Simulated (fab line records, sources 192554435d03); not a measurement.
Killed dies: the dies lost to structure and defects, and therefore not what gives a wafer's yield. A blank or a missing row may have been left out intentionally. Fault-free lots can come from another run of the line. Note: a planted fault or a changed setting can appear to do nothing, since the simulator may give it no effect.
Chamber matching :: flow n5Finfet :: 3 sister chambers for N5_BEOL_M7_ILD_DEP_00 on pecvd-02
The step deposits SiCOH lowk from DEMS/porogen, target thk 179.75 nm, time 33.4 s. 6 wafers are shown with their chamber, then 10 later ones without.

== WAFERS WITH THEIR CHAMBER ==
wafer: L080.1
chamber: 1
heaterPowerW (W): 443
throttleValvePct (%): 13.1

wafer: L085.3
chamber: 1
heaterPowerW (W): 452
throttleValvePct (%): 13.2

wafer: L087.3
chamber: 0
heaterPowerW (W): 409
throttleValvePct (%): 14.4

wafer: L087.4
chamber: 2
heaterPowerW (W): 312
throttleValvePct (%): 14.2

wafer: L088.1
chamber: 2
heaterPowerW (W): 340
throttleValvePct (%): 14.2

wafer: L088.4
chamber: 0
heaterPowerW (W): 440
throttleValvePct (%): 14.3

== WAFERS WITH NO CHAMBER GIVEN ==
wafer: L088.5
heaterPowerW (W): 268
throttleValvePct (%): 14.5

wafer: L089.3
heaterPowerW (W): 324
throttleValvePct (%): 14.6

wafer: L089.5
heaterPowerW (W): 400
throttleValvePct (%): 14.4

wafer: L089.6
heaterPowerW (W): 477
throttleValvePct (%): 13.4

wafer: L095.2
heaterPowerW (W): 366
throttleValvePct (%): 14.3

wafer: L095.3
heaterPowerW (W): 480
throttleValvePct (%): 13.1

wafer: L095.4
heaterPowerW (W): 381
throttleValvePct (%): 14.4

wafer: L097.1
heaterPowerW (W): 487
throttleValvePct (%): 13.1

wafer: L097.4
heaterPowerW (W): 415
throttleValvePct (%): 14.3

wafer: L097.5
heaterPowerW (W): 307
throttleValvePct (%): 14.5

== WHICH CHAMBER EACH WENT THROUGH ==
wafer: L088.5
from the rows above: 2
in truth: 2

wafer: L089.3
from the rows above: can't be placed: 2 or 0
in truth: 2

wafer: L089.5
from the rows above: 0
in truth: 0

wafer: L089.6
from the rows above: 1
in truth: 1

wafer: L095.2
from the rows above: can't be placed: 2 or 0
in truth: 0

wafer: L095.3
from the rows above: 1
in truth: 1

wafer: L095.4
from the rows above: 0
in truth: 0

wafer: L097.1
from the rows above: 1
in truth: 1

wafer: L097.4
from the rows above: 0
in truth: 0

wafer: L097.5
from the rows above: can't be placed: 2 or 0
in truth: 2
Correctly placed: 7 of 10. These rows do not allow placing 3 (true chamber among the candidates in 3). Number placed wrongly: 0.
How it was worked out, from the rows above alone: a wafer's distance from a chamber is the root of the sum, over the readings, of the square of ((its reading less the chamber's mean) divided by the reading's scatter). If the next closest chamber is less than 2 further off than the closest, the wafer can't be placed; otherwise it belongs to the closest. A chamber's mean is the mean of its shown wafers. How the scatter is found: for the shown wafers, subtract from each reading the mean of its chamber, square and add these, divide the total by (wafers less chambers), then take the root.
